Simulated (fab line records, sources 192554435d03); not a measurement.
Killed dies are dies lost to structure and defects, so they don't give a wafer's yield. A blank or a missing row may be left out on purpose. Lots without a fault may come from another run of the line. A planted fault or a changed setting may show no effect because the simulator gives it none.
Split-lot experiment | flow n5_finfet | 7 lots, 21 wafers read, on a route of 1938 steps

THE SPLIT
At N5_BEOL_M8_EXPOSE_25 (exposes mask V7, target cd 40 nm), the setting dose_mj was moved away from the recipe's 42.5 on 8 of the 21 wafers read, by -3.6% to +7.0%. The other wafers ran this setting at the recipe's value.

FROM THE SPLIT TO THE READING: what the file shows between them, 2 steps
- N5_BEOL_M8_PEB_26: peb time 60 s
- N5_BEOL_M8_DEVELOP_27: develop time 30 s

THE READING
cd_nm, in nm, at N5_BEOL_M8_CD_MEAS_28 (target cd 40 nm). Fault-free wafers of this fab line usually give 39.97 nm, standard deviation 0.24 nm.

wafer  | tool, chamber at the split | dose_mj as run | against the recipe | cd_nm, nm | against lot-mates on the recipe
L075.1 | euv_scanner-02, 0          | 42.5           | recipe             | 39.72     | -
L075.2 | euv_scanner-02, 0          | 43.47          | +2.3%              | 40.64     | +0.92
L075.3 | euv_scanner-02, 0          | 43.47          | +2.3%              | 40.77     | +1.05
L076.3 | euv_scanner-02, 0          | 42.5           | recipe             | 40.03     | -
L076.4 | euv_scanner-02, 0          | 44.96          | +5.8%              | 41.00     | +0.97
L076.5 | euv_scanner-02, 0          | 44.96          | +5.8%              | 41.03     | +1.00
L087.1 | euv_scanner-01, 0          | 43.45          | +2.2%              | 40.34     | +0.55
L087.5 | euv_scanner-01, 0          | 42.5           | recipe             | 39.75     | -
L087.6 | euv_scanner-01, 0          | 42.5           | recipe             | 39.83     | -
L090.2 | euv_scanner-02, 0          | 45.48          | +7.0%              | 41.57     | +1.57
L090.5 | euv_scanner-02, 0          | 42.5           | recipe             | 40.08     | -
L090.6 | euv_scanner-02, 0          | 42.5           | recipe             | 39.93     | -
L092.2 | euv_scanner-02, 0          | 42.5           | recipe             | 40.03     | -
L092.3 | euv_scanner-02, 0          | 40.95          | -3.6%              | 38.53     | -1.50
L092.6 | euv_scanner-02, 0          | 40.95          | -3.6%              | 38.99     | -1.04
L093.1 | euv_scanner-02, 0          | 42.5           | recipe             | 40.26     | -
L093.2 | euv_scanner-02, 0          | 42.5           | recipe             | 39.93     | -
L093.6 | euv_scanner-02, 0          | 42.5           | recipe             | 40.01     | -
L094.2 | euv_scanner-01, 0          | 42.5           | recipe             | 39.59     | -
L094.4 | euv_scanner-01, 0          | 42.5           | recipe             | 40.25     | -
L094.6 | euv_scanner-01, 0          | 42.5           | recipe             | 39.65     | -

THE FIT
A straight line over all 21 wafers: cd_nm changes by +0.239 nm for each +1% of dose_mj; r = +0.94; the points scatter about the line by 0.24 nm.
The same after taking each lot's own level away (the mean of its wafers on the recipe; 21 wafers): +0.241 nm for each +1%; r = +0.92; scatter 0.28 nm.
On that fit, the largest move of dose_mj shifts the reading by 1.7 nm.
The lots' own levels span 39.720 to 40.067 nm, that is 1.4 times the standard deviation above.
So the lot-to-lot level changes the slope little: the two slopes agree.
Check: with one of the wafers moved furthest among these (+7.0%) left out of the fit, the line predicts +1.69 nm for it against its lot-mates. It came out at +1.57 nm against them.

OTHER SPLITS ON THESE WAFERS
These wafers also went through other splits before the reading. Each is held against what the fit with the lots' levels taken away leaves over:
other split on the same wafers | wafers away from the commonest value | r with cd_nm (lot level and that fit taken away)
N5_BEOL_M8_PECVD_70 temp_c     | 7                                    | +0.41
N5_BEOL_M8_EXPOSE_08 dose_mj   | 4                                    | +0.04
N5_BEOL_M8_COAT_22 spin_rpm    | 7                                    | +0.07

THE WHOLE CHAIN: every reading that the file lists as answering this split, in the file's order
step                  | what it does                                                        | reading                                                        | change (the file's fit)               | r (the file's)
N5_BEOL_M8_CD_MEAS_28 | target cd 40 nm                                                     | cd_nm                                                          | +0.234 nm for each +1% of the setting | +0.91
N5_BEOL_M8_DESCUM_33  | chemistry O2, time 7 s                                              | BEOL_M8.cd_nm (the simulator's own value, which no gauge read) | +0.189 nm for each +1% of the setting | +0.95
N5_BEOL_M8_ETCH_72    | etches underlayer in N2/H2, target depth 6.5 nm, time 5.2 s         | BEOL_M8.cd_nm (the simulator's own value, which no gauge read) | +0.201 nm for each +1% of the setting | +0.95
N5_BEOL_M8_ETCH_65    | etches SiARC in CF4, target depth 15.6 nm, time 26 s                | BEOL_M8.cd_nm (the simulator's own value, which no gauge read) | +0.222 nm for each +1% of the setting | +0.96
N5_BEOL_M8_ETCH_66    | etches SOC in N2/H2, target depth 80 nm, overetch 16 nm, time 120 s | BEOL_M8.cd_nm (the simulator's own value, which no gauge read) | +0.215 nm for each +1% of the setting | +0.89

THE FILE'S OWN FIT
cd_nm changes by +0.234 nm for each +1% of dose_mj, r = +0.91.
